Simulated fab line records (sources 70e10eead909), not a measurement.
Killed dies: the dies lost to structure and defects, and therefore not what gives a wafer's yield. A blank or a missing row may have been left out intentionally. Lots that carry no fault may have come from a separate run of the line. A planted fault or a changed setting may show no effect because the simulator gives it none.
Struck lot and sound lot, side by side ; flow nand_harc ; 37 out of 1302 route steps
Sound: wafers L937.2, L937.3, L937.4. Struck: wafers L940.2, L940.6. (L940.4 of the same lot was not struck and is left out.) The cause comes at the end.
Each step with rows lists, per side, the tool, then ch with its chambers, then its first start. Under that, the readings that differ: sound wafers ; struck wafers ; difference of the means ; sigmas: that difference in standard deviations of wafers without a fault.
alike: readings with means less than 2 such deviations apart, plus words and numbers identical on both sides. not compared: withheld readings, readings lacking a value on some wafer, bounds such as >300 that could conceal the same value, and numbers that have no deviation in the record and whose values overlap.
The two part at a step that has a row with sigmas, a row that says differs or no value, or rows on one side only. When numbers do not overlap yet have no deviation, they are printed without sigmas and do not part them. A reading missing from all wafers of one side parts the sides only when that side holds two or more wafers.

NHARC_A_ONON_D1_THK_MEAS_34: measures by ellipsometry.
  sound on film_metro-01 at day 8 14:44; struck on film_metro-02 at day 9 18:16
  alike: thk_nm
NHARC_A_ONON_D1_INSPECT_32:
  sound on defect_inspect-02 at day 8 14:49; struck on defect_inspect-01 at day 9 18:21
  alike: raw_defect_count
NHARC_A_CHANNEL_HOLE_D1_DEP_00: deposits aC, target thk 3100 nm.
  sound on acl_dep-02 ch 0, day 8 15:15; struck on acl_dep-01 ch 0, day 9 18:44
  alike: throttle_valve_pct
NHARC_A_CHANNEL_HOLE_D1_DEP_01: deposits SiON, target thk 140 nm.
  sound on pecvd-02 ch 0,1, day 8 16:51; struck on pecvd-02 ch 1,2, day 9 20:23
  alike: heater_power_w
then, 7 steps without rows for these wafers: NHARC_A_CHANNEL_HOLE_D1_DEHYDRATE_02 (time 120 s); NHARC_A_CHANNEL_HOLE_D1_HMDS_03 (time 30 s); NHARC_A_CHANNEL_HOLE_D1_COAT_36 (time 75 s); NHARC_A_CHANNEL_HOLE_D1_COAT_37 (time 65 s); NHARC_A_CHANNEL_HOLE_D1_COAT_04 (resist thk 90 nm); NHARC_A_CHANNEL_HOLE_D1_SOFTBAKE_05 (time 55 s); NHARC_A_CHANNEL_HOLE_D1_EBR_06.
NHARC_A_CHANNEL_HOLE_D1_EXPOSE_07: exposes mask HOLE D1, target cd 100 nm.
  sound on arfi_scanner-02 ch 0, day 8 17:19; struck on arfi_scanner-02 ch 0, day 9 20:49
  alike: mask
then, 2 steps without rows for these wafers: NHARC_A_CHANNEL_HOLE_D1_PEB_08 (peb time 65 s); NHARC_A_CHANNEL_HOLE_D1_DEVELOP_09 (develop time 35 s).
NHARC_A_CHANNEL_HOLE_D1_CD_MEAS_10: the cd target is 100 nm.
  sound on cd_sem-03 ch 0, day 8 17:27; struck on cd_sem-03 ch 0, day 9 20:57
reading;sound;struck;difference;sigmas
cd_nm (nm);100.6 99.9 100.5;101.5 101.3;+1.1;+2
NHARC_A_CHANNEL_HOLE_D1_OVL_MEAS_11:
  sound on overlay-01 at day 8 17:32; struck on overlay-01 at day 9 21:02
  alike: overlay_x_nm, overlay_y_nm
NHARC_A_CHANNEL_HOLE_D1_INSPECT_12:
  sound on defect_inspect-01 at day 8 17:35; struck on defect_inspect-02 at day 9 21:04
  alike: raw_defect_count
NHARC_A_CHANNEL_HOLE_D1_DESCUM_15: chemistry O2, time 3 s.
  sound on rie_diel-08 ch 0,2,3, day 8 17:38; struck on rie_diel-08 ch 0,2, day 9 21:09
reading;sound;struck;difference;sigmas
oes_product_au (a.u.);1.005 1.006 1.015;0.987 0.985;-0.023;-2
model.A_CHANNEL_HOLE_D1.cd_nm (nm);100.9 100.3 100.8;101.4 101.6;+0.8;
  alike: drypump_motor_current_A, rf_vpp_V, showerhead_plenum_p_Torr, throttle_valve_pct
  not compared: rf_hours_counter_h
NHARC_A_CHANNEL_HOLE_D1_ETCH_38: etches the open film in CF4, target depth 39 nm, time 65 s.
  sound on rie_diel-08 ch 0,1,2, day 8 17:44; struck on rie_diel-08 ch 2,3, day 9 21:13
reading;sound;struck;difference;sigmas
oes_product_au (a.u.);1.018 1.009 1.013;0.974 0.993;-0.030;-3
  alike: drypump_motor_current_A, rf_vpp_V, showerhead_plenum_p_Torr, throttle_valve_pct
  not compared: rf_hours_counter_h
then, 2 steps without rows for these wafers: NHARC_A_CHANNEL_HOLE_D1_ETCH_39 (etches the open film in N2/H2, target depth 260 nm, time 325 s); NHARC_A_CHANNEL_HOLE_D1_ETCH_34 (etches the open film in CF4/CHF3, target depth 154 nm, time 77 s).
NHARC_A_CHANNEL_HOLE_D1_ETCH_16: etches the open film in O2/COS, target depth 3100 nm, time 806 s.
  sound: rie_diel-08 ch 1,2,3; struck: rie_diel-08 ch 2,3
reading;sound;struck;difference;sigmas
oes_product_au (a.u.);1.016 1.013 0.997;0.983 0.978;-0.028;-3
  alike: drypump_motor_current_A, rf_vpp_V, showerhead_plenum_p_Torr, throttle_valve_pct
  not compared: rf_hours_counter_h
NHARC_A_CHANNEL_HOLE_D1_CD_MEAS_18:
  sound on cd_sem-02 at day 8 19:02; struck on cd_sem-01 at day 9 22:14
  alike: cd_nm
then, 6 steps without rows for these wafers: NHARC_A_CHANNEL_HOLE_D1_ETCH_19 (etches the open film in C4F8/O2/Ar, time 34.5 s); NHARC_A_CHANNEL_HOLE_D1_ETCH_20 (etches the open film in C4F8/O2/Ar, time 361.9 s, target depth 1600 nm); NHARC_A_CHANNEL_HOLE_D1_ETCH_21 (etches the open film in C4F8/O2/Ar, time 514.3 s, target depth 1600 nm); NHARC_A_CHANNEL_HOLE_D1_ETCH_22 (etches the open film in C4F8/O2/Ar, time 666.7 s, target depth 1600 nm); NHARC_A_CHANNEL_HOLE_D1_ETCH_23 (etches the open film in C4F8/O2/Ar, time 819 s, target depth 1600 nm); NHARC_A_CHANNEL_HOLE_D1_ETCH_24 (etches the open film in C4F8/O2/Ar, time 906.2 s, target depth 1500 nm).
NHARC_A_CHANNEL_HOLE_D1_ETCH_25: etches the open film in C4F8/O2/Ar, time 1040.2 s, target depth 1500 nm.
  sound on har_etch-02 ch 0,1, day 8 22:10; struck on har_etch-02 ch 0,1, day 10 01:12
  alike: drypump_motor_current_A, oes_air_line_au, showerhead_plenum_p_Torr, temp_c, throttle_valve_pct
  not compared: rf_hours_counter_h
then, 5 steps without rows for these wafers: NHARC_A_CHANNEL_HOLE_D1_ETCH_26 (etches the open film in C4F8/O2/Ar, time 224.1 s, target depth 300 nm); NHARC_A_CHANNEL_HOLE_D1_ETCH_33 (etches the open film in C4F8/O2/Ar, time 90 s, target depth 400 nm); NHARC_A_CHANNEL_HOLE_D1_STRIP_41 (strips in N2/H2); NHARC_A_CHANNEL_HOLE_D1_STRIP_42 (strips in CF4/CHF3); NHARC_A_CHANNEL_HOLE_D1_STRIP_43 (strips in O2/COS).
NHARC_A_CHANNEL_HOLE_D1_ETCH_44: etches the open film in CF4/O2, target depth 140 nm, overetch 14 nm, time 77 s.
  sound on rie_diel-04 ch 0,1,3, day 8 23:52; struck on rie_diel-08 ch 0,2, day 10 03:02
reading;sound;struck;difference;sigmas
model.A_CHANNEL_HOLE_D1.cd_nm (nm);89.5 88.93 91.05;93.25 92.85;+3.22;
  alike: drypump_motor_current_A, oes_product_au, rf_vpp_V, showerhead_plenum_p_Torr, throttle_valve_pct
  not compared: rf_hours_counter_h
then, 1 step without rows for these wafers: NHARC_A_CHANNEL_HOLE_D1_STRIP_27 (strips in O2).

== WHERE THEY PART ==
Last at NHARC_A_CHANNEL_HOLE_D1_ETCH_16 as far as this record goes, first at NHARC_A_CHANNEL_HOLE_D1_CD_MEAS_10. Later steps at which nothing parts them and some readings are alike: NHARC_A_CHANNEL_HOLE_D1_CD_MEAS_18, NHARC_A_CHANNEL_HOLE_D1_ETCH_25, NHARC_A_CHANNEL_HOLE_D1_ETCH_44.

WHY: the cause the simulator had injected
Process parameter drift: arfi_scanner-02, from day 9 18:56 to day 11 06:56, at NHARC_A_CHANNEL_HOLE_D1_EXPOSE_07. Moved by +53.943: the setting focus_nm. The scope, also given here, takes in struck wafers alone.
